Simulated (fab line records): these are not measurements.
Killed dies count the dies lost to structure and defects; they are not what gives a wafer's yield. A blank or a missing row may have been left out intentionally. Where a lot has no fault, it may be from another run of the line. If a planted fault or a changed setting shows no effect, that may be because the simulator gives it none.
fab line records -- flow n5-finfet
record lots=6, wafers=17, last-day=17
route steps=1938 shown BEOL_M8@1338 PASSIVATION@1936
lots that met no fault: from a run of the same line without faults
start-h: start of the lot's first displayed wafer, in hours after the record's first day -- wait-h: hours from the lot's prior step to this one -- " as in the row above -- L1.1+2: several wafers, shown together as one row -- - no value, or no start given -- * or withheld: withheld -- < > ~ a bound
route shown NAME@n: names a module that has steps shown in the file, with the first one's number in the route -- usual: mean/standard deviation of fault-free wafers -- same: alike in all rows -- chamber/n: place in a boat -- sites: per-site readings -- _std_site: their standard deviation -- _edge_site: inner sites' mean taken away from outer sites' mean -- radius-mm: for every site, how far away it sits from the centre of the wafer -- mask NAME#n: copy n -- behind: the tool/chamber that last shaped the wafer -- hold: reason for holding the lot/hours on hold/outcome of the hold -- device: transistor that didn't switch, given as n, p or np -- end of line: the route-end tests of the same wafers -- where a step has no rows: the recipe by itself -- killed: at the first sort, the dies lost to defects and structure; wafer yield is something else -- map: a wafer's dies, x killed, . not, _ none there
set.NAME: setting as actually run; set.NAME@STEP: the setting as run at that earlier step -- model.NAME: the simulator's own value behind a step, which no gauge read
a table for each step, a row for each wafer; lots at some steps of the route
services: the hour from which a tool's chamber was out of use, counted from the record's first day as start-h (under 0 if before that day), plus the number of hours and why
## steps
# step N5_BEOL_M8_COAT_60
# recipe resist=SiARC, temp-c=220, time-s=60, spin-rpm=1500, resist-thk-nm=35
# step N5_BEOL_M8_COAT_05
# recipe resist=CAR-ArF, spin-rpm=1500, resist-thk-nm=90
# step N5_BEOL_M8_EBR_07
# recipe solvent=PGMEA, ebr-width-mm=1.5
# step N5_BEOL_M8_SOFTBAKE_06
# recipe temp-c=110, time-s=60, resist=CAR-ArF
# step N5_BEOL_M8_EXPOSE_08
# recipe mask-id=M8, na=1.35, source-shape=dipole, sigma-inner=0.817, sigma-outer=0.97, polarization=te, dose-mj=68.25
# step N5_BEOL_M8_PEB_09
# recipe peb-temp-c=withheld, peb-time-s=60, resist=CAR-ArF
# step N5_BEOL_M8_DEVELOP_10
# recipe develop-time-s=30, developer=TMAH, resist=CAR-ArF, rinse-liquid=diw, dry=air-spin, dev-temp-c=23
# step N5_BEOL_M8_CD_MEAS_11
# recipe target-cd-nm=38.5, landing-energy-ev=500, detector=se-inlens, polarity=opening
# usual cd-nm=38.8/0.55
lot.wafer,tool,chamber,start-h,wait-h,cd-nm
L372.4,cd-sem-01,0,193.62,-,38.8
L372.5,cd-sem-01,0,193.62,-,37.9
L372.6,cd-sem-01,0,193.62,-,39.1
L374.1,cd-sem-01,0,215.63,-,39.9
L374.2,cd-sem-01,0,215.63,-,39.5
L374.6,cd-sem-01,0,215.63,-,39.4
L376.1,cd-sem-02,0,229.92,-,39.5
L376.3,cd-sem-02,0,229.92,-,39.3
L376.6,cd-sem-02,0,229.92,-,38.7
L378.1,cd-sem-02,0,240.34,-,39.2
L378.3,cd-sem-02,0,240.34,-,39.0
L378.6,cd-sem-02,0,240.34,-,38.9
L382.2,cd-sem-01,0,263.57,-,39.3
L382.3,cd-sem-01,0,263.57,-,39.0
L382.5,cd-sem-01,0,263.57,-,38.6
L390.1,cd-sem-03,0,342.68,-,37.9
L390.5,cd-sem-03,0,342.68,-,38.0
# step N5_BEOL_M8_OVL_MEAS_12
# recipe points-per-wafer=44
# usual M8_OVL=-0.1/0.85
lot.wafer,tool,chamber,start-h,wait-h,M8_OVL[nm]
L372.4,overlay-01,0,193.64,0.0,-0.3
L372.5,overlay-01,0,193.64,0.0,-1.4
L372.6,overlay-01,0,193.64,0.0,0.3
L374.1,overlay-02,0,215.66,0.0,-0.5
L374.2,overlay-02,0,215.66,0.0,0.2
L374.6,overlay-02,0,215.66,0.0,-0.5
L376.1,overlay-01,0,229.95,0.0,-1.2
L376.3,overlay-01,0,229.95,0.0,-0.6
L376.6,overlay-01,0,229.95,0.0,-0.1
L378.1,overlay-01,0,240.37,0.0,0.8
L378.3,overlay-01,0,240.37,0.0,1.1
L378.6,overlay-01,0,240.37,0.0,0.8
L382.2,overlay-01,0,263.60,0.0,-0.6
L382.3,overlay-01,0,263.60,0.0,0.3
L382.5,overlay-01,0,263.60,0.0,0.0
L390.1,overlay-01,0,342.71,0.0,0.9
L390.5,overlay-01,0,342.71,0.0,0.5
# step N5_BEOL_M8_INSPECT_13
# recipe mode=adi, inspect-instrument=brightfield
# usual raw-defect-count=415/99
lot.wafer,tool,chamber,start-h,wait-h,raw-defect-count
L372.4,defect-inspect-02,-,193.67,0.0,322
L372.5,defect-inspect-02,-,193.67,0.0,436
L372.6,defect-inspect-02,-,193.67,0.0,384
L374.1,defect-inspect-02,-,215.69,0.0,403
L374.2,defect-inspect-02,-,215.69,0.0,560
L374.6,defect-inspect-02,-,215.69,0.0,454
L376.1,defect-inspect-01,-,229.97,0.0,301
L376.3,defect-inspect-01,-,229.97,0.0,320
L376.6,defect-inspect-01,-,229.97,0.0,497
L378.1,defect-inspect-02,-,240.40,0.0,400
L378.3,defect-inspect-02,-,240.40,0.0,603
L378.6,defect-inspect-02,-,240.40,0.0,555
L382.2,defect-inspect-01,-,263.63,0.0,298
L382.3,defect-inspect-01,-,263.63,0.0,366
L382.5,defect-inspect-01,-,263.63,0.0,407
L390.1,defect-inspect-02,-,342.73,0.0,312
L390.5,defect-inspect-02,-,342.73,0.0,434
# step N5_BEOL_M8_DESCUM_16
# recipe chemistry=O2, time-s=7.9, source-power-w=50, bias-power-w=20, pressure-mtorr=20, rf-frequency-hz=2.712e+07, temp-c=40, resist=CAR-ArF, o2-flow-sccm=225
# usual bias-power-w=20.00/0.055, drypump-motor-current-A=5.4/0.4, oes-product-au=0.81/0.07, rf-vpp-V=243.8/1.2, showerhead-plenum-p-Torr=2.13/0.065, temp-c=40.01/0.11, throttle-valve-pct=20.41/0.26
# same time-s=7.9
lot.wafer,tool,chamber,start-h,wait-h,bias-power-w,drypump-motor-current-A,oes-product-au,rf-hours-counter-h,rf-vpp-V,showerhead-plenum-p-Torr,temp-c,throttle-valve-pct
L372.4,rie-diel-02,3,193.70,0.0,20.04,5.2,0.75,134,243.7,2.11,39.99,20.57
L372.5,rie-diel-02,1,193.70,0.0,20.06,5.0,0.79,-,243.3,2.22,40.02,20.54
L372.6,rie-diel-02,0,193.70,0.0,20.05,4.9,0.77,-,242.6,2.09,40.15,20.37
L374.1,rie-diel-05,0,215.72,0.0,20.02,5.4,0.86,67,241.7,2.02,40.14,20.47
L374.2,rie-diel-05,2,215.72,0.0,19.98,5.2,1.00,2,242.9,2.15,39.90,20.09
L374.6,rie-diel-05,1,215.72,0.0,20.01,5.6,0.75,-,244.3,2.22,39.85,20.26
L376.1,rie-diel-01,1,230.57,0.6,19.99,5.7,0.85,47,243.4,2.22,39.98,20.67
L376.3,rie-diel-01,3,230.57,0.6,19.95,5.8,0.75,138,243.0,2.10,40.22,20.78
L376.6,rie-diel-01,0,230.57,0.6,20.04,6.1,0.97,-,245.0,2.21,40.04,20.11
L378.1,rie-diel-02,2,240.43,0.0,19.95,6.4,0.84,72,246.2,2.18,40.07,20.22
L378.3,rie-diel-02,3,240.43,0.0,19.96,5.2,0.72,149,241.5,2.11,39.86,20.58
L378.6,rie-diel-02,2,240.43,0.0,19.87,6.3,0.83,-,244.7,2.18,39.91,20.23
L382.2,rie-diel-02,3,264.18,0.6,20.03,5.2,0.73,157,243.0,2.10,39.95,20.61
L382.3,rie-diel-02,1,264.18,0.6,20.05,5.0,0.77,127,244.8,2.21,40.05,20.57
L382.5,rie-diel-02,2,264.18,0.6,20.03,6.4,0.82,-,246.8,2.18,40.14,20.25
L390.1,rie-diel-02,2,342.79,0.1,19.99,6.4,0.79,106,244.5,2.17,40.10,20.29
L390.5,rie-diel-02,3,342.79,0.1,20.03,5.2,0.71,-,241.6,2.10,40.20,20.64
# step N5_BEOL_M8_ETCH_61
# recipe chemistry=CF4, target=SiARC, target-depth-a=455, mask-material=CAR-ArF, time-s=75.8, ion-energy-ev=80, pressure-mtorr=40, source-w=545, bias-w=36, Ar_flow_sccm=100, cf4-flow-sccm=100, ends=cleared
# usual bias-w=35.99/0.12, drypump-motor-current-A=5.4/0.4, etch-rf-on-time-s=76/3.2, oes-product-au=0.69/0.06, rf-vpp-V=184.5/1.1, showerhead-plenum-p-Torr=2.18/0.057, throttle-valve-pct=15.57/0.26
lot.wafer,tool,chamber,start-h,wait-h,bias-w,drypump-motor-current-A,etch-rf-on-time-s,oes-product-au,rf-hours-counter-h,rf-vpp-V,showerhead-plenum-p-Torr,throttle-valve-pct
L372.4,rie-diel-02,3,193.73,0.0,35.96,5.2,71,0.66,134,184.7,2.15,15.73
L372.5,rie-diel-02,1,193.73,0.0,36.10,5.0,81,0.66,-,186.6,2.25,15.56
L372.6,rie-diel-02,0,193.73,0.0,36.07,4.9,75,0.66,-,184.2,2.13,15.50
L374.1,rie-diel-05,0,215.75,0.0,36.05,5.4,72,0.75,67,184.0,2.08,15.66
L374.2,rie-diel-05,2,215.75,0.0,35.98,5.1,77,0.83,2,184.7,2.18,15.14
L374.6,rie-diel-05,1,215.75,0.0,36.00,5.6,76,0.64,-,184.1,2.22,15.26
L376.1,rie-diel-01,1,230.61,0.0,35.95,5.7,78,0.71,47,185.6,2.26,15.78
L376.3,rie-diel-01,3,230.61,0.0,35.99,5.7,77,0.64,138,183.0,2.16,16.04
L376.6,rie-diel-01,0,230.61,0.0,36.01,6.0,74,0.83,-,185.7,2.25,15.29
L378.1,rie-diel-02,2,240.46,0.0,36.14,6.3,77,0.70,72,185.4,2.25,15.55
L378.3,rie-diel-02,3,240.46,0.0,36.12,5.2,72,0.66,149,183.2,2.15,15.76
L378.6,rie-diel-02,2,240.46,0.0,36.20,6.3,76,0.70,-,185.9,2.25,15.54
L382.2,rie-diel-02,3,264.22,0.0,35.81,5.2,71,0.65,157,183.0,2.14,15.78
L382.3,rie-diel-02,1,264.22,0.0,35.87,5.0,81,0.64,127,185.2,2.25,15.62
L382.5,rie-diel-02,2,264.22,0.0,36.18,6.3,77,0.69,-,184.4,2.25,15.56
L390.1,rie-diel-02,2,342.82,0.0,35.83,6.4,79,0.66,106,184.6,2.24,15.61
L390.5,rie-diel-02,3,342.82,0.0,35.88,5.2,73,0.62,-,183.3,2.14,15.82
# step N5_BEOL_M8_ETCH_62
# recipe chemistry=N2/H2, target=SOC, target-depth-a=1100, overetch-a=220, mask-material=SiARC, temp-c=40, time-s=165, ion-energy-ev=200, pressure-mtorr=30, source-w=840, bias-w=150, n2-flow-sccm=200, h2-flow-sccm=200
# usual bias-w=150.1/0.52, drypump-motor-current-A=5.4/0.4, oes-product-au=0.68/0.055, rf-vpp-V=525.2/2.2, showerhead-plenum-p-Torr=2.59/0.076, temp-c=40.01/0.12, throttle-valve-pct=17.8/0.31
# same time-s=165
lot.wafer,tool,chamber,start-h,wait-h,bias-w,drypump-motor-current-A,oes-product-au,rf-hours-counter-h,rf-vpp-V,showerhead-plenum-p-Torr,temp-c,throttle-valve-pct,model.SiARC_of_BEOL_M8_COAT_60.thk-nm
L372.4,rie-diel-02,3,193.79,0.0,149.1,5.2,0.64,134,523.1,2.57,39.80,18.0,28
L372.5,rie-diel-02,1,193.79,0.0,150.5,5.0,0.68,-,527.2,2.69,40.02,17.9,29
L372.6,rie-diel-02,0,193.79,0.0,149.7,4.9,0.65,-,524.2,2.56,40.07,17.9,28
L374.1,rie-diel-05,0,215.81,0.0,149.5,5.4,0.73,67,522.1,2.45,40.04,17.9,28
L374.2,rie-diel-05,2,215.81,0.0,149.6,5.2,0.83,2,525.8,2.62,39.95,17.6,28.4
L374.6,rie-diel-05,1,215.81,0.0,148.8,5.6,0.64,-,527.5,2.62,39.98,17.2,28.2
L376.1,rie-diel-01,1,230.66,0.0,150.0,5.7,0.71,47,528.5,2.71,39.82,18.2,28.6
L376.3,rie-diel-01,3,230.66,0.0,150.4,5.7,0.63,138,523.8,2.54,40.13,18.2,28.6
L376.6,rie-diel-01,0,230.66,0.0,149.7,6.1,0.81,-,528.9,2.72,39.87,17.7,28
L378.1,rie-diel-02,2,240.52,0.0,170.3,6.4,0.70,72,572.4,2.65,39.83,17.5,27.6
L378.3,rie-diel-02,3,240.52,0.0,169.6,5.2,0.63,149,566.9,2.56,40.06,18.0,26.8
L378.6,rie-diel-02,2,240.52,0.0,170.5,6.4,0.70,-,572.4,2.65,40.03,17.5,27.4
L382.2,rie-diel-02,3,264.28,0.0,170.0,5.2,0.63,158,566.2,2.56,40.01,18.0,26.6
L382.3,rie-diel-02,1,264.28,0.0,169.9,5.0,0.66,127,571.0,2.68,40.21,17.9,27.8
L382.5,rie-diel-02,2,264.28,0.0,170.7,6.4,0.69,-,571.9,2.65,40.01,17.5,27.4
L390.1,rie-diel-02,2,342.88,0.0,150.8,6.4,0.66,106,527.3,2.64,40.00,17.6,28.6
L390.5,rie-diel-02,3,342.88,0.0,149.9,5.2,0.61,-,522.4,2.54,39.99,18.1,28
# step N5_BEOL_M8_STRIP_68
# recipe chemistry=N2/H2, temp-c=40, n2-flow-sccm=200, h2-flow-sccm=200, rf-frequency-hz=6e+07
# step N5_PASSIVATION_PROBE_49
# usual defect-limited-yield=90.9/1.6, killed_at_M0_to_M3=34/10, killed_at_M4_up=13/5.4, killed-at-contacts=13/6, killed-at-front-end=42/13, killed-at-other=4/3.2, killed-dies=107/18, killed-open=69/14, killed-short=35/7.7, sort_bin_4_leakage=0.02/0.17, sort_bin_5_function=5.3/1, sort_bin_6_memory=3.3/0.75, sort-n-pass=1073/19, sort-yield-pct=90.9/1.6
# same gross-dies=1180, killed-at-back-side=0, sort_bin_8_speed[%]=0
lot.wafer,tool,chamber,start-h,wait-h,defect-limited-yield[%],killed_at_M0_to_M3,killed_at_M4_up,killed-at-contacts,killed-at-front-end,killed-at-other,killed-dies,killed-open,killed-short,sort_bin_4_leakage[%],sort_bin_5_function[%],sort_bin_6_memory[%],sort-n-pass,sort-yield-pct[%]
L378.1,prober-01,-,304.87,0.0,89.2,47,13,19,47,1,127,89,25,0,5.7,3.8,1053,89.2
L378.3,prober-01,-,304.97,0.1,92.4,37,8,9,33,3,90,58,26,0,3.8,3.4,1090,92.4
L378.6,prober-01,-,305.12,0.3,92.0,25,14,11,42,2,94,60,30,0,4.5,3.0,1086,92.0
L390.1,prober-02,-,407.78,0.0,91.9,31,11,18,35,1,96,56,30,0,4.7,3.3,1084,91.9
L390.5,prober-02,-,407.98,0.2,93.2,39,7,5,25,4,80,47,32,0,3.6,3.0,1100,93.2
# killed by level:class
L378.1 BEOL_M2:geometric-particle:open=13 STI_FIN_REVEAL:geometric-particle:open=13 MOL_CONTACT_COAG:geometric-particle:open=13 BEOL_M3:geometric-particle:open=11 HKMG_FIN:area-etch=10 BEOL_M1:geometric-particle:open=7 FIN_SAQP:geometric-particle:open=6 BEOL_M0_SAQP:geometric-particle:short=6
L378.3 STI_FIN_REVEAL:geometric-particle:open=8 BEOL_M3:geometric-particle:open=8 BEOL_M0_SAQP:geometric-particle:short=8 BEOL_M2:geometric-particle:open=8 MOL_CONTACT_COAG:geometric-particle:open=6 FIN_SAQP:geometric-particle:open=5 BEOL_M1:geometric-particle:open=5 FIN_CUT:area-etch=5
L378.6 FIN_SAQP:geometric-particle:short=12 STI_FIN_REVEAL:geometric-particle:open=10 MOL_CONTACT_COAG:geometric-particle:open=9 BEOL_M2:geometric-particle:open=9 FIN_SAQP:geometric-particle:open=8 DUMMY_GATE:geometric-particle:open=4 BEOL_M0_SAQP:geometric-particle:short=4 BEOL_M1:geometric-particle:open=4
L390.1 MOL_CONTACT_COAG:geometric-particle:open=14 FIN_SAQP:geometric-particle:open=8 BEOL_M1:geometric-particle:open=7 BEOL_M3:geometric-particle:short=7 STI_FIN_REVEAL:geometric-particle:open=6 BEOL_M0_SAQP:geometric-particle:short=6 BEOL_M4:geometric-particle:open=4 FIN_CUT:area-etch=4
L390.5 BEOL_M0_SAQP:geometric-particle:short=12 BEOL_M1:geometric-particle:open=10 BEOL_M0_SAQP:geometric-particle:open=8 DUMMY_GATE:geometric-particle:open=5 BEOL_M2:geometric-particle:open=5 FIN_SAQP:geometric-particle:open=4 FIN_SAQP:geometric-particle:short=4 MOL_CONTACT_COAG:geometric-particle:open=4
## services
tool,chamber,start-h,hours,kind
rie-diel-02,1,170.92,3.2,repair
rie-diel-05,2,185.33,-,clean
rie-diel-05,2,185.33,-,consumable-replace:focus-ring
rie-diel-05,2,185.33,22.6,scheduled-down
rie-diel-05,2,185.33,22.6,vent-cycle
rie-diel-01,0,194.65,-,clean
rie-diel-01,0,194.65,-,consumable-replace:focus-ring
rie-diel-01,0,194.65,-,consumable-replace:showerhead
rie-diel-01,0,194.65,18.3,scheduled-down
rie-diel-01,0,194.65,18.3,vent-cycle
rie-diel-02,-,201.05,2.8,pm
rie-diel-05,3,264.39,4.8,repair
rie-diel-05,-,272.79,2.8,pm
rie-diel-01,1,293.56,7.0,repair
rie-diel-05,0,301.41,5.1,repair
rie-diel-02,2,322.94,2.0,repair
## key
first-sign step=N5_BEOL_M8_ETCH_62, reading=bias-w, direction=up, sigmas=39, usual=*, struck=*
effect step=N5_BEOL_M8_ETCH_62, reading=rf-vpp-V, direction=up, sigmas=21, usual=525.2, struck=570.1
model-effect step=N5_BEOL_M8_ETCH_62, value=SiARC_of_BEOL_M8_COAT_60.thk-nm, without=28.33, struck=27.27
met-at N5_BEOL_M8_ETCH_62
struck-wafers L378.1,L378.3,L378.6,L382.2,L382.3,L382.5
baseline-loss step=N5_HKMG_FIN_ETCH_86, wafers=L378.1
onset-between 193.79 240.52
fault kind=process-parameter-drift, tool=rie-diel-02, chamber=-, onset-h=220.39, steps=N5_BEOL_M8_ETCH_62, channel=bias-w, offset=*, shape=step, end-h=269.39, acts-in=*, stated=*
# baseline-loss: these wafers lose ten dies or more at that step, a loss of the line's own and not of a fault; the sort's usual values leave them out
